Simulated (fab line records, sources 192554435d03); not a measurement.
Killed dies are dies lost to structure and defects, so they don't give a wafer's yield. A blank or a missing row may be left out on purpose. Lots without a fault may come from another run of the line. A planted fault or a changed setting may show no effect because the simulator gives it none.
Chamber matching | flow n5_finfet | N5_BEOL_M7_ALD_77 on ald_metal-01: 4 sister chambers
The step deposits TaN, target thk 2 nm, pulse time 2 s, purge time 3 s. 8 wafers are shown with their chamber, then 11 later ones without.

WAFERS WITH THEIR CHAMBER
wafer  | chamber | heater_power_w (W) | mfc_carrier_sccm (sccm)
L084.2 | 1       | 508                | 1492
L086.2 | 1       | 498                | 1491
L089.2 | 0       | 492                | 1500
L089.6 | 3       | 434                | 1492
L088.1 | 3       | 423                | 1499
L088.3 | 2       | 445                | 1496
L088.6 | 2       | 437                | 1497
L090.2 | 0       | 497                | 1492

WAFERS WITHOUT THEIR CHAMBER
wafer  | heater_power_w (W) | mfc_carrier_sccm (sccm)
L090.5 | 486                | 1495
L090.6 | 428                | 1504
L091.4 | 438                | 1507
L091.5 | 483                | 1503
L091.6 | 420                | 1499
L094.1 | 441                | 1499
L094.3 | 494                | 1499
L094.5 | 440                | 1500
L096.3 | 486                | 1494
L096.5 | 482                | 1493
L096.6 | 426                | 1494

WHICH CHAMBER EACH WENT THROUGH
wafer  | from the rows above     | in truth
L090.5 | can't be placed: 0 or 1 | 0
L090.6 | can't be placed: 3 or 2 | 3
L091.4 | can't be placed: 2 or 3 | 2
L091.5 | can't be placed: 0 or 1 | 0
L091.6 | can't be placed: 3 or 2 | 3
L094.1 | can't be placed: 2 or 3 | 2
L094.3 | can't be placed: 0 or 1 | 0
L094.5 | can't be placed: 2 or 3 | 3
L096.3 | can't be placed: 0 or 1 | 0
L096.5 | can't be placed: 0 or 1 | 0
L096.6 | can't be placed: 3 or 2 | 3
Placed correctly: 0 of 11. Can't be placed from these rows: 11 (the true chamber is among the candidates in 11). Placed wrongly: 0.
How it was worked out, from the rows above alone: a wafer's distance from a chamber is the root of the sum, over the readings, of the square of ((its reading less the chamber's mean) divided by the reading's scatter). The wafer belongs to the nearest chamber; if the next one is less than 2 further off, it can't be placed. A chamber's mean is the mean of its shown wafers. The scatter: the root of (the sum of the squares of (reading less its chamber's mean) over the shown wafers, divided by (wafers less chambers)).
